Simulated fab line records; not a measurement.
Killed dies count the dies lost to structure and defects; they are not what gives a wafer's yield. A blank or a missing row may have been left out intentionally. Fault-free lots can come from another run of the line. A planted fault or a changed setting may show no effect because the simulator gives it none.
A lot that was struck, set against a sound lot / flow n5_finfet / 36 steps out of a route of 1938
Sound: wafers L240.2, L240.4, L240.5. The struck wafers were L248.2, L248.5, L248.6. Last of all comes the cause.
At each step with rows: each side's tool, then ch and its chambers, then its first start. Under that, the readings that differ: sound wafers / struck wafers / difference of the means / sigmas: that difference in standard deviations of wafers without a fault.
alike: a reading whose means differ by less than 2 such deviations, as well as words and numbers matching on both sides. not compared: withheld readings; readings where some wafer has no value; bounds like >300 that might hide an equal value; numbers whose values overlap and for which the record gives no deviation.
A row with sigmas, a row that says differs or no value, or rows on one side alone: a step with any of these is where the two part. Numbers that don't overlap but have no deviation are shown without sigmas and don't part them. A reading missing from all wafers of one side parts the sides only when that side holds two or more wafers.

first, 9 steps without rows for these wafers: N5_BEOL_M4_ANNEAL_95 (time 240 s); N5_BEOL_M4_SPUTTER_96 (material Cu, target thk 4.5 nm, time 8.29 s); N5_BEOL_M4_ECD_50 (material Cu, target thk 300 nm); N5_BEOL_M4_ANNEAL_51 (time 90 s); N5_BEOL_M4_CMP_52 (polishes, stops on SiOC, t overpolish 6.8 s, target thk 40 nm); N5_BEOL_M4_PRE_CLEAN_60 (time 15 s); N5_BEOL_M4_CO_CAP_55 (material Co, precursor CCTBA/H2, target thk 2 nm, time 102.1 s); N5_BEOL_M4_PRE_CLEAN_56 (time 15 s); N5_BEOL_M4_DEP_57 (deposits SiCN from 3MS/NH3, target thk 8 nm, time 14 s).
N5_BEOL_M4_RC_MEAS_101:
  sound on prober-01 ch 0, day 10 20:47; struck on prober-02 ch 0, day 13 17:00
  alike: DIBL_N, DIBL_P, IOFF_N, IOFF_P, ION_N, ION_P, SS_N, SS_P, VT_N, VT_P
then, 24 steps without rows for these wafers: N5_BEOL_M5_ILD_DEP_00 (deposits SiCOH lowk from DEMS/porogen, target thk 140.64 nm, time 25.9 s); N5_BEOL_M5_CURE_79 (cures SiCOH lowk, time 240 s); N5_BEOL_M5_PECVD_70 (deposits SiO2 from TEOS/O2, target thk 16 nm, time 18 s); N5_BEOL_M5_HM_DEP_02 (deposits TiN, target thk 20 nm); N5_BEOL_M5_COAT_59 (time 60 s, resist thk 60 nm); N5_BEOL_M5_COAT_60 (time 60 s, resist thk 12 nm); N5_BEOL_M5_COAT_71 (time 60 s, resist thk 5 nm); N5_BEOL_M5_COAT_05 (resist thk 30 nm); N5_BEOL_M5_EBR_07; N5_BEOL_M5_SOFTBAKE_06 (time 60 s); N5_BEOL_M5_EXPOSE_08 (exposes mask M5, target cd 28 nm); N5_BEOL_M5_PEB_09 (peb time 60 s); N5_BEOL_M5_DEVELOP_10 (develop time 30 s); N5_BEOL_M5_DESCUM_16 (chemistry O2, time 7 s); N5_BEOL_M5_ETCH_72 (etches underlayer in N2/H2, target depth 6.5 nm, time 5.2 s); N5_BEOL_M5_ETCH_61 (etches SiARC in CF4, target depth 15.6 nm, time 26 s); N5_BEOL_M5_ETCH_62 (etches SOC in N2/H2, target depth 75 nm, overetch 15 nm, time 112.5 s); N5_BEOL_M5_STRIP_63 (strips in N2/H2); N5_BEOL_M5_STRIP_73 (strips in N2/H2); N5_BEOL_M5_STRIP_64 (strips in CF4); N5_BEOL_M5_HM_OPEN_17 (chemistry Cl2/BCl3, target TiN, target depth 20 nm, overetch 6 nm); N5_BEOL_M5_STRIP_19 (strips in O2); N5_BEOL_M5_COAT_65 (time 60 s, resist thk 60 nm); N5_BEOL_M5_COAT_66 (time 60 s, resist thk 12 nm).
-- record jumps: 2 days separate the struck wafers' starts on either side; left off in module BEOL_M5, taken up again in module BEOL_M10, whose first shown step is the route's number 1509 --
N5_BEOL_M10_VIA_ETCH_34: etches SiCOH lowk in C4F6/O2, target depth 184.5 nm, time 69.2 s.
  sound on rie_diel-03 ch 0,1,2, day 12 21:50; struck on rie_diel-03 ch 0,3, day 15 19:20
reading=run_length_s (s); sound=92.9 92.4 91.6; struck=76.3 76.3 76.4; difference=-16.0; sigmas=-35
reading=model.etch.depth_nm (nm); sound=183.6 188.3 188.7; struck=146.1 143.5 145.6; difference=-41.8; sigmas=
reading=model.SOC_of_BEOL_M10_COAT_63.thk_nm (nm); sound=92.2 92 92.4; struck=93.4 93.4 93.2; difference=+1.1; sigmas=
  alike: O2_flow_sccm, drypump_motor_current_A, oes_ar_750_au, oes_product_au, rf_vpp_V, showerhead_plenum_p_Torr, throttle_valve_pct
  not compared: rf_hours_counter_h
-- the record jumps here: 2 days lie between the struck wafers' starts before and after (it left off in module BEOL_M10 and takes up again in module PASSIVATION, whose first step shown is number 1936 of the route) --
N5_PASSIVATION_PROBE_49:
  struck on prober-01, day 18 03:59; sound on prober-02, day 15 01:41
reading=defect_limited_yield (%); sound=92.2 91.0 90.2; struck=31.9 23.2 28.5; difference=-63.3; sigmas=-42
reading=killed_at_M4_up; sound=5 15 10; struck=678 801 741; difference=+730; sigmas=+99 or more
reading=killed_dies; sound=92 106 116; struck=803 906 844; difference=+746; sigmas=+44
reading=killed_on_rim; sound=14 10 16; struck=54 150 47; difference=+70; sigmas=+17
reading=sort_bin_5_function (%); sound=5.6 4.5 6.4; struck=64.3 72.2 67.9; difference=+62.6; sigmas=+65
reading=sort_n_pass; sound=1088 1074 1064; struck=377 274 336; difference=-746; sigmas=-44
reading=sort_yield_pct (%); sound=92.2 91.0 90.2; struck=31.9 23.2 28.5; difference=-63.3; sigmas=-42
  alike: killed_at_M0_to_M3, killed_at_contacts, killed_at_front_end, killed_at_other, killed_open, killed_short, sort_bin_6_memory

## WHERE THEY PART
First at N5_BEOL_M10_VIA_ETCH_34; last, within this record, at N5_PASSIVATION_PROBE_49.

WHY: what the simulator had put in
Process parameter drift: rie_diel-03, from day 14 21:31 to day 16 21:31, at N5_BEOL_M10_VIA_ETCH_34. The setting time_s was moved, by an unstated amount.
